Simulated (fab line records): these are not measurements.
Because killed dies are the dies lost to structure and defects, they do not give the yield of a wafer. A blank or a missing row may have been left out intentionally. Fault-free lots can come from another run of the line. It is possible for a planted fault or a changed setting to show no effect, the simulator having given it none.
Split-lot trial ; flow n5-finfet ; 7 lots, 39 wafers read, on a route of 1938 steps

== ON THE SPLIT ==
At N5_DUMMY_GATE_ETCH_32 (etches SiO2 in CF4, target depth 3.5 nm, time 3.9 s), the setting time-s was moved away from the recipe's 3.9 s on 15 of the 39 wafers read, by -19.8% to +19.1%. All remaining wafers had this setting at the recipe value.

The reading comes from the split's own step.

== THE READING ==
etch.depth-nm (the simulator's own value, which no gauge read), in nm, at N5_DUMMY_GATE_ETCH_32 (etches SiO2 in CF4, target depth 3.5 nm, time 3.9 s). There is no usual value for it anywhere in the file. Here, 24 wafers ran the recipe; their average is 3.564 nm with a standard deviation of 0.074 nm.

wafer;tool, chamber at the split;time-s as run, s;against the recipe;etch.depth-nm, nm;against lot-mates on the recipe
L076.1;rie-si-06, 0;4.643;+19.1%;4.172;+0.599
L076.2;rie-si-06, 1;4.643;+19.1%;4.345;+0.772
L076.3;rie-si-06, 3;3.9;recipe;3.682;-
L076.4;rie-si-06, 2;3.9;recipe;3.518;-
L076.5;rie-si-06, 2;3.9;recipe;3.52;-
L076.6;rie-si-06, 1;4.643;+19.1%;4.361;+0.788
L077.1;rie-si-06, 0;3.9;recipe;3.49;-
L077.2;rie-si-06, 3;4.388;+12.5%;4.107;+0.577
L077.3;rie-si-06, 1;3.9;recipe;3.597;-
L077.4;rie-si-06, 2;4.388;+12.5%;3.914;+0.384
L077.5;rie-si-06, 2;3.9;recipe;3.504;-
L077.6;rie-si-06, 1;4.388;+12.5%;4.098;+0.568
L080.1;rie-si-04, 0;3.9;recipe;3.608;-
L080.2;rie-si-04, 1;4.586;+17.6%;3.88;+0.332
L080.3;rie-si-04, 2;4.586;+17.6%;4.267;+0.719
L080.4;rie-si-04, 3;3.9;recipe;3.534;-
L080.5;rie-si-04, 3;3.9;recipe;3.503;-
L080.6;rie-si-04, 2;4.586;+17.6%;4.268;+0.720
L086.2;rie-si-05, 3;3.9;recipe;3.464;-
L086.3;rie-si-05, 2;3.9;recipe;3.703;-
L086.4;rie-si-05, 1;3.9;recipe;3.437;-
L089.1;rie-si-04, 1;3.127;-19.8%;2.647;-0.929
L089.2;rie-si-04, 0;3.9;recipe;3.595;-
L089.3;rie-si-04, 2;3.127;-19.8%;2.933;-0.643
L089.4;rie-si-04, 3;3.127;-19.8%;2.824;-0.752
L089.5;rie-si-04, 3;3.9;recipe;3.502;-
L089.6;rie-si-04, 2;3.9;recipe;3.631;-
L094.1;rie-si-06, 0;3.9;recipe;3.49;-
L094.2;rie-si-06, 3;3.617;-7.3%;3.374;-0.190
L094.3;rie-si-06, 2;3.617;-7.3%;3.216;-0.348
L094.4;rie-si-06, 1;3.9;recipe;3.56;-
L094.5;rie-si-06, 2;3.617;-7.3%;3.217;-0.347
L094.6;rie-si-06, 3;3.9;recipe;3.641;-
L095.1;rie-si-06, 3;3.9;recipe;3.639;-
L095.2;rie-si-06, 2;3.9;recipe;3.536;-
L095.3;rie-si-06, 0;3.9;recipe;3.562;-
L095.4;rie-si-06, 1;3.9;recipe;3.642;-
L095.5;rie-si-06, 2;3.9;recipe;3.492;-
L095.6;rie-si-06, 3;3.9;recipe;3.683;-

THE FIT
A straight line over all 39 wafers: etch.depth-nm changes by +0.0372 nm for each +1% of time-s; r = +0.97; the points scatter about the line by 0.098 nm.
The same after taking each lot's own level away (the mean of its wafers on the recipe; 39 wafers): +0.0377 nm for each +1%; r = +0.97; scatter 0.097 nm.
The reading moves by 0.75 nm for the largest change in time-s, on that fit.
Across the lots, their own levels run from 3.5303 to 3.5923 nm, a range of 0.8 times the standard deviation given above.
The two slopes agree, so the slope changes little with the lot-to-lot level.
Check: with one of the wafers moved furthest among these (-19.8%) left out of the fit, the line predicts -0.723 nm for it against its lot-mates. It came out at -0.929 nm against them.

== ADDITIONAL SPLITS CARRIED BY THESE WAFERS ==
These wafers also went through other splits before the reading. Each is held against what the fit with the lots' levels taken away leaves over:
other split on the same wafers;wafers away from the commonest value;r with etch.depth-nm (lot level and that fit taken away)
N5_DUMMY_GATE_ETCH_37 source-w;15;+0.02
N5_DUMMY_GATE_ETCH_31 target-depth-a;12;-0.14

== FILE'S OWN FIT ==
etch.depth-nm changes by +0.0376 nm for each +1% of time-s, r = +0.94.
